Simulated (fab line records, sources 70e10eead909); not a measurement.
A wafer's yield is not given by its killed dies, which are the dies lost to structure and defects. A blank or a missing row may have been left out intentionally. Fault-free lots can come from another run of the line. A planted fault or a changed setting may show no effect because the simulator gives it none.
Which tool was responsible? + flow nand-harc + Sampling: 11 lots, 33 wafers, 6 of 1302 route steps

== WHAT THE GAUGES READ, wafer by wafer ==
NHARC_A_M0_INSPECT_11.
| lot  | measured     | on                | raw-defect-count |
|------|--------------|-------------------|------------------|
| L992 | day 22 15:18 | defect-inspect-01 | 170 151 148      |
| L993 | day 23 06:19 | defect-inspect-01 | 98 100 97        |
| L995 | day 23 23:01 | defect-inspect-01 | 25 16 28         |
| L997 | day 24 00:38 | defect-inspect-01 | 103 113 102      |
| L999 | day 24 13:37 | defect-inspect-01 | 81 85 87         |
| L100 | day 26 04:28 | defect-inspect-02 | 115 81 111       |
| L103 | day 26 17:49 | defect-inspect-01 | 157 140 129      |
| L107 | day 29 04:28 | defect-inspect-01 | 79 91 76         |
| L110 | day 29 19:07 | defect-inspect-02 | 90 132 126       |
| L113 | day 30 21:16 | defect-inspect-02 | 98 82 89         |
| L115 | day 33 07:15 | defect-inspect-02 | 100 92 95        |

NHARC_A_M1_CD_MEAS_09: the cd target is 120 nm.
| lot  | measured     | on        | cd-nm (nm)                          |
|------|--------------|-----------|-------------------------------------|
| L992 | day 22 19:14 | cd-sem-01 | 120.4 120.5 120.9                   |
| L993 | day 23 10:13 | cd-sem-01 | 120.2 120.2 120.2                   |
| L995 | day 24 02:58 | cd-sem-02 | 120.8 120.5 120.5                   |
| L997 | day 24 04:29 | cd-sem-03 | 120.6 120.2 120.5                   |
| L999 | day 24 17:46 | cd-sem-01 | 119.4 119.8 119.9                   |
| L100 | day 26 08:24 | cd-sem-02 | 120.5 121.0 120.4                   |
| L103 | day 26 21:45 | cd-sem-03 | 120.3 120.2 120.1                   |
| L107 | day 29 08:34 | cd-sem-03 | 105.4 105.7 105.9 105.8 105.8 106.1 |
| L110 | day 29 22:56 | cd-sem-01 | 108.9 109.4 109.2 108.9 109.6 108.7 |
| L113 | day 31 01:16 | cd-sem-02 | 119.9 119.0 118.7                   |
| L115 | day 33 11:08 | cd-sem-01 | 119.8 120.1 119.8                   |

NHARC_A_M1_INSPECT_11.
| lot  | measured     | on                | raw-defect-count |
|------|--------------|-------------------|------------------|
| L992 | day 22 19:22 | defect-inspect-02 | 159 150 150      |
| L993 | day 23 10:20 | defect-inspect-01 | 96 93 87         |
| L995 | day 24 03:06 | defect-inspect-01 | 22 17 25         |
| L997 | day 24 04:37 | defect-inspect-01 | 102 119 107      |
| L999 | day 24 17:53 | defect-inspect-01 | 79 87 89         |
| L100 | day 26 08:31 | defect-inspect-01 | 120 82 109       |
| L103 | day 26 21:52 | defect-inspect-01 | 159 135 127      |
| L107 | day 29 12:32 | defect-inspect-02 | 78 98 80         |
| L110 | day 30 03:50 | defect-inspect-01 | 89 136 128       |
| L113 | day 31 01:23 | defect-inspect-01 | 97 90 90         |
| L115 | day 33 11:16 | defect-inspect-02 | 103 86 96        |

NHARC_END_SORT_01.
| lot  | measured     | on        | defect-limited-yield (%) | killed-at-array | killed-at-other | killed-at-periphery | killed-dies | killed-open | killed-short | sort_bin_2_pct (%) | sort_bin_3_pct (%) | sort_bin_4_pct (%) | sort-n-pass | sort-rim-yield-pct (%) | sort-yield-pct (%) |
|------|--------------|-----------|--------------------------|-----------------|-----------------|---------------------|-------------|-------------|--------------|--------------------|--------------------|--------------------|-------------|------------------------|--------------------|
| L107 | day 31 14:04 | prober-02 | 92.8 90.0 91.1           | 46 61 56        | 0 1 1           | 3 6 3               | 49 68 60    | 2 5 4       | 2 3 1        | 3.8 5.2 5.0        | 0.4 0.1 0.4        | 3.0 4.7 3.4        | 628 609 617 | 93 86 91               | 92.8 90.0 91.1     |
| L110 | day 31 14:17 | prober-01 | 88.6 87.6 88.9           | 68 74 70        | 0 1 0           | 9 9 5               | 77 84 75    | 8 4 4       | 2 0 0        | 5.6 4.3 3.8        | 0.7 0.6 0.9        | 5.0 7.5 6.4        | 600 593 602 | 91 89 91               | 88.6 87.6 88.9     |

== WHICH TOOL RAN EACH LOT (tool, then ch and the chambers of the sampled wafers, then the start) ==
| lot  | NHARC_A_M0_ETCH_34                 | NHARC_A_M1_PEB_07                 |
|------|------------------------------------|-----------------------------------|
| L992 | rie-diel-06 ch 0,1, day 22 15:27   | litho-track-01 ch 0, day 22 19:10 |
| L993 | rie-diel-12 ch 1,2, day 23 06:28   | litho-track-01 ch 0, day 23 10:08 |
| L995 | rie-diel-12 ch 0,2,3, day 23 23:10 | litho-track-06 ch 0, day 24 02:53 |
| L997 | rie-diel-12 ch 0,2, day 24 00:47   | litho-track-01 ch 0, day 24 04:25 |
| L999 | rie-diel-11 ch 1,2, day 24 13:46   | litho-track-06 ch 0, day 24 17:41 |
| L100 | rie-diel-11 ch 0,3, day 26 04:37   | litho-track-01 ch 0, day 26 08:19 |
| L103 | rie-diel-12 ch 0,1, day 26 17:58   | litho-track-01 ch 0, day 26 21:40 |
| L107 | rie-diel-06 ch 0,3, day 29 04:37   | litho-track-06 ch 0, day 29 08:29 |
| L110 | rie-diel-12 ch 0,1,2, day 29 19:16 | litho-track-06 ch 0, day 29 22:52 |
| L113 | rie-diel-06 ch 0,1, day 30 21:25   | litho-track-04 ch 0, day 31 01:11 |
| L115 | rie-diel-12 ch 0,1,2, day 33 07:29 | litho-track-06 ch 0, day 33 11:04 |
- NHARC_A_M0_ETCH_34: etches the open film in N2/H2, target depth 40 nm, overetch 12 nm, time 43.94 s.
- NHARC_A_M1_PEB_07: peb time 65 s.

== WHAT THE TOOLS THEMSELVES READ (means of the sampled wafers that have a number; where no wafer has one, the mark that the record gives instead) ==
NHARC_A_M0_ETCH_34.
| lot  | tool        | drypump-motor-current-A (A) | mfc-ar-sccm (sccm) | oes-product-au (a.u.) | rf-vpp-V (V) | showerhead-plenum-p-Torr (Torr) | throttle-valve-pct (%) |
|------|-------------|-----------------------------|--------------------|-----------------------|--------------|---------------------------------|------------------------|
| L992 | rie-diel-06 | 5.4                         | 0.025              | 1.003                 | 429.9        | 2.05                            | 14.175                 |
| L993 | rie-diel-12 | 5.7                         | 0.005              | 1.000                 | 433.0        | 2.13                            | 14.172                 |
| L995 | rie-diel-12 | 5.9                         | 0.001              | 0.991                 | 428.5        | 1.98                            | 14.167                 |
| L997 | rie-diel-12 | 5.8                         | 0.003              | 1.005                 | 428.2        | 1.97                            | 14.166                 |
| L999 | rie-diel-11 | 5.8                         | 0.003              | 0.992                 | 429.2        | 2.01                            | 14.169                 |
| L100 | rie-diel-11 | 5.2                         | 0.016              | 0.999                 | 427.3        | 1.93                            | 14.169                 |
| L103 | rie-diel-12 | 5.4                         | 0.012              | 1.004                 | 431.8        | 2.09                            | 14.173                 |
| L107 | rie-diel-06 | 6.0                         | 0.017              | 0.993                 | 430.4        | 2.04                            | 14.185                 |
| L110 | rie-diel-12 | 5.7                         | 0.007              | 1.000                 | 431.0        | 2.06                            | 14.173                 |
| L113 | rie-diel-06 | 5.7                         | 0.025              | 0.991                 | 429.5        | 2.03                            | 14.175                 |
| L115 | rie-diel-12 | 5.7                         | 0.007              | 1.000                 | 431.7        | 2.06                            | 14.175                 |

NHARC_A_M1_PEB_07.
| lot  | tool           | chill-plate-temp-C (C) | heater-power-total-W (W) | plate-temp-C (C) | resist-line-temp-C (C) |
|------|----------------|------------------------|--------------------------|------------------|------------------------|
| L992 | litho-track-01 | 22.92                  | 157.0                    | 99.94            | 23.05                  |
| L993 | litho-track-01 | 23.04                  | 156.5                    | 100.07           | 23.03                  |
| L995 | litho-track-06 | 22.97                  | 156.5                    | 99.97            | 23.09                  |
| L997 | litho-track-01 | 23.05                  | 156.7                    | 100.05           | 23.13                  |
| L999 | litho-track-06 | 23.07                  | 156.7                    | 100.01           | 22.84                  |
| L100 | litho-track-01 | 22.90                  | 156.6                    | 100.05           | 22.98                  |
| L103 | litho-track-01 | 23.08                  | 156.6                    | 99.90            | 22.96                  |
| L107 | litho-track-06 | 22.93                  | 148.8                    | 96.36            | 23.05                  |
| L110 | litho-track-06 | 22.98                  | 149.2                    | 96.31            | 22.96                  |
| L113 | litho-track-04 | 22.96                  | 156.5                    | 100.08           | 23.09                  |
| L115 | litho-track-06 | 23.16                  | 156.9                    | 99.82            | 22.98                  |

== THE ANSWER, worked out from the rows above alone ==
Rule: the usual values come from the lots themselves. Put in order of their means at a reading, lots are off if they are a third of the lots or fewer, leave a main group of 4 or more, and stand apart from it by a gap of 3 or more times the standard deviation of the main group's means; of several such gaps the widest counts. If all means in a main group match to the digits the tables above print for the reading, that group is not used. Also off: a lot with no number at a reading for which 4 or more lots have one. All remaining lots with rows at the step are treated as sound. The gauges are gone through in route order, then the tools' own readings, and for those a lot's mean is taken as printed above. At the first step where some lot is off, the reading lying furthest off is the one used; lots without a number count as furthest.
Off: L107, L110, at NHARC_A_M1_CD_MEAS_09 (cd-nm). Main group: mean 120.2 nm, sd 0.46.
If a tool, at a process step before that reading, ran all the lots that are off and no sound lot after the first of them, it fits. The gauges at NHARC_A_M1_CD_MEAS_09 aren't tried: what is off there is off at NHARC_A_M1_PEB_07 too, on other tools, and a gauge's error can't cause that. None of those tried fits.

== WHAT THE SIMULATOR PUT IN ==
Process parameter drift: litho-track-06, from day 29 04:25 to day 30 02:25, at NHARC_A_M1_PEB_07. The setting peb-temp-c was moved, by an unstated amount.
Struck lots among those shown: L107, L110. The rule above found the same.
